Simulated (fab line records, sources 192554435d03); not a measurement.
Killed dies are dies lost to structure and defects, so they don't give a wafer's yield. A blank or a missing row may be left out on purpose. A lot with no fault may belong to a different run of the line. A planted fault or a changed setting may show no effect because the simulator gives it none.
Split-lot trial || flow n5Finfet || 21 wafers read across 7 lots, on a route 1938 steps long

== ABOUT THE SPLIT ==
At N5_BEOL_M2_DESCUM_33 (chemistry O2, time 7 s), the setting timeS was moved away from the recipe's 7 s on 6 of the 21 wafers read, by -21.8% to +13.1%. All remaining wafers had this setting at the recipe value.

== FROM THE SPLIT TO THE READING: what the file shows between them, 3 steps ==
- N5_BEOL_M2_ETCH_77: etches underlayer in N2/H2, target depth 6.5 nm, time 5.2 s
- N5_BEOL_M2_ETCH_69: etches SiARC in CF4, target depth 15.6 nm, time 26 s
- N5_BEOL_M2_ALD_98: deposits SiO2, target thk 2.5 nm, pulse time 1 s, co reactant pulse time 1 s

== THE READING ==
CAR-EUV_of_BEOL_M2_COAT_22.thkNm (the simulator's own value, which no gauge read), in nm, at N5_BEOL_M2_ETCHBACK_99 (etches SiO2 in CHF3, target depth 5 nm, time 10.4 s). The file gives no usual value for it. The 15 wafers here that ran the recipe average 10.4 nm, standard deviation 0.15 nm.

{"wafer": "L074.1", "tool, chamber at the split": "rieDiel-02, 1,3", "timeS as run, s": 7.918, "against the recipe": "+13.1%", "CAR-EUV_of_BEOL_M2_COAT_22.thkNm, nm": 9.8, "against lot-mates on the recipe": -0.8}
{"wafer": "L074.2", "tool, chamber at the split": "rieDiel-02, 3", "timeS as run, s": 7, "against the recipe": "recipe", "CAR-EUV_of_BEOL_M2_COAT_22.thkNm, nm": 10.6, "against lot-mates on the recipe": "-"}
{"wafer": "L074.6", "tool, chamber at the split": "rieDiel-02, 1,3", "timeS as run, s": 7.918, "against the recipe": "+13.1%", "CAR-EUV_of_BEOL_M2_COAT_22.thkNm, nm": 10, "against lot-mates on the recipe": -0.6}
{"wafer": "L078.2", "tool, chamber at the split": "rieDiel-02, 2", "timeS as run, s": 6.568, "against the recipe": "-6.2%", "CAR-EUV_of_BEOL_M2_COAT_22.thkNm, nm": 10.4, "against lot-mates on the recipe": "+0.2"}
{"wafer": "L078.3", "tool, chamber at the split": "rieDiel-02, 1,3", "timeS as run, s": 7, "against the recipe": "recipe", "CAR-EUV_of_BEOL_M2_COAT_22.thkNm, nm": 10, "against lot-mates on the recipe": "-"}
{"wafer": "L078.4", "tool, chamber at the split": "rieDiel-02, 1,3", "timeS as run, s": 7, "against the recipe": "recipe", "CAR-EUV_of_BEOL_M2_COAT_22.thkNm, nm": 10.4, "against lot-mates on the recipe": "-"}
{"wafer": "L080.1", "tool, chamber at the split": "rieDiel-05, 0,2,1", "timeS as run, s": 7, "against the recipe": "recipe", "CAR-EUV_of_BEOL_M2_COAT_22.thkNm, nm": 10.6, "against lot-mates on the recipe": "-"}
{"wafer": "L080.4", "tool, chamber at the split": "rieDiel-05, 0,2,1", "timeS as run, s": 7, "against the recipe": "recipe", "CAR-EUV_of_BEOL_M2_COAT_22.thkNm, nm": 10.6, "against lot-mates on the recipe": "-"}
{"wafer": "L080.3", "tool, chamber at the split": "rieDiel-05, 0,2,1", "timeS as run, s": 7, "against the recipe": "recipe", "CAR-EUV_of_BEOL_M2_COAT_22.thkNm, nm": 10.4, "against lot-mates on the recipe": "-"}
{"wafer": "L081.2", "tool, chamber at the split": "rieDiel-04, 2,0,2", "timeS as run, s": 7, "against the recipe": "recipe", "CAR-EUV_of_BEOL_M2_COAT_22.thkNm, nm": 10.2, "against lot-mates on the recipe": "-"}
{"wafer": "L081.4", "tool, chamber at the split": "rieDiel-04, 2,0,2", "timeS as run, s": 7, "against the recipe": "recipe", "CAR-EUV_of_BEOL_M2_COAT_22.thkNm, nm": 10.4, "against lot-mates on the recipe": "-"}
{"wafer": "L081.5", "tool, chamber at the split": "rieDiel-04, 2,0,2", "timeS as run, s": 7, "against the recipe": "recipe", "CAR-EUV_of_BEOL_M2_COAT_22.thkNm, nm": 10.4, "against lot-mates on the recipe": "-"}
{"wafer": "L089.1", "tool, chamber at the split": "rieDiel-02, 1,3,0", "timeS as run, s": 7, "against the recipe": "recipe", "CAR-EUV_of_BEOL_M2_COAT_22.thkNm, nm": 10.4, "against lot-mates on the recipe": "-"}
{"wafer": "L089.2", "tool, chamber at the split": "rieDiel-02, 1,3,0", "timeS as run, s": 7, "against the recipe": "recipe", "CAR-EUV_of_BEOL_M2_COAT_22.thkNm, nm": 10.4, "against lot-mates on the recipe": "-"}
{"wafer": "L089.3", "tool, chamber at the split": "rieDiel-02, 1,3,0", "timeS as run, s": 7, "against the recipe": "recipe", "CAR-EUV_of_BEOL_M2_COAT_22.thkNm, nm": 10.4, "against lot-mates on the recipe": "-"}
{"wafer": "L091.2", "tool, chamber at the split": "rieDiel-04, 2", "timeS as run, s": 7, "against the recipe": "recipe", "CAR-EUV_of_BEOL_M2_COAT_22.thkNm, nm": 10.4, "against lot-mates on the recipe": "-"}
{"wafer": "L091.4", "tool, chamber at the split": "rieDiel-04, 3,1", "timeS as run, s": 6.195, "against the recipe": "-11.5%", "CAR-EUV_of_BEOL_M2_COAT_22.thkNm, nm": 10.8, "against lot-mates on the recipe": "+0.4"}
{"wafer": "L091.5", "tool, chamber at the split": "rieDiel-04, 3,1", "timeS as run, s": 6.195, "against the recipe": "-11.5%", "CAR-EUV_of_BEOL_M2_COAT_22.thkNm, nm": 10.8, "against lot-mates on the recipe": "+0.4"}
{"wafer": "L093.1", "tool, chamber at the split": "rieDiel-04, 3", "timeS as run, s": 5.472, "against the recipe": "-21.8%", "CAR-EUV_of_BEOL_M2_COAT_22.thkNm, nm": 11.2, "against lot-mates on the recipe": "+0.7"}
{"wafer": "L093.2", "tool, chamber at the split": "rieDiel-04, 1,2", "timeS as run, s": 7, "against the recipe": "recipe", "CAR-EUV_of_BEOL_M2_COAT_22.thkNm, nm": 10.6, "against lot-mates on the recipe": "-"}
{"wafer": "L093.4", "tool, chamber at the split": "rieDiel-04, 1,2", "timeS as run, s": 7, "against the recipe": "recipe", "CAR-EUV_of_BEOL_M2_COAT_22.thkNm, nm": 10.4, "against lot-mates on the recipe": "-"}
If several chambers appear in one row, that row covers several wafers at once and the file leaves open which wafer was in which chamber.

FIT RESULTS
A straight line over all 21 wafers: CAR-EUV_of_BEOL_M2_COAT_22.thkNm changes by -0.0355 nm for each +1% of timeS; r = -0.87; the points scatter about the line by 0.15 nm.
The same after taking each lot's own level away (the mean of its wafers on the recipe; 21 wafers): -0.04 nm for each +1%; r = -0.93; scatter 0.12 nm.
The reading moves by 0.87 nm for the largest change in timeS, on that fit.
Across the lots, their own levels run from 10.20 to 10.60 nm, a range of 2.6 times the standard deviation given above.
So the lot-to-lot level changes the slope: the two fits differ.
Check: with one of the wafers moved furthest among these (-21.8%) left out of the fit, the line predicts +0.948 nm for it against its lot-mates. Against them it came out at +0.7 nm.

== ADDITIONAL SPLITS CARRIED BY THESE WAFERS ==
These wafers also went through other splits before the reading. Each is held against what the fit with the lots' levels taken away leaves over:
{"other split on the same wafers": "N5_BEOL_M1_COAT_68 spinRpm", "wafers away from the commonest value": 6, "r with CAR-EUV_of_BEOL_M2_COAT_22.thkNm (lot level and that fit taken away)": -0.22}
{"other split on the same wafers": "N5_BEOL_M2_COAT_76 spinRpm", "wafers away from the commonest value": 5, "r with CAR-EUV_of_BEOL_M2_COAT_22.thkNm (lot level and that fit taken away)": "+0.63"}

== THE WHOLE CHAIN: every reading that the file lists as answering this split, in the file's order ==
{"step": "N5_BEOL_M2_DESCUM_33", "what it does": "chemistry O2, time 7 s", "reading": "CAR-EUV_of_BEOL_M2_COAT_22.thkNm (the simulator's own value, which no gauge read)", "change (the file's fit)": "-0.0381 nm for each +1% of the setting", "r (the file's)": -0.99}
{"step": "N5_BEOL_M2_ETCHBACK_99", "what it does": "etches SiO2 in CHF3, target depth 5 nm, time 10.4 s", "reading": "CAR-EUV_of_BEOL_M2_COAT_22.thkNm (the simulator's own value, which no gauge read)", "change (the file's fit)": "-0.037 nm for each +1% of the setting", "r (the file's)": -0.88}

== THE FILE'S OWN FIT ==
CAR-EUV_of_BEOL_M2_COAT_22.thkNm changes by -0.037 nm for each +1% of timeS, r = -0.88.
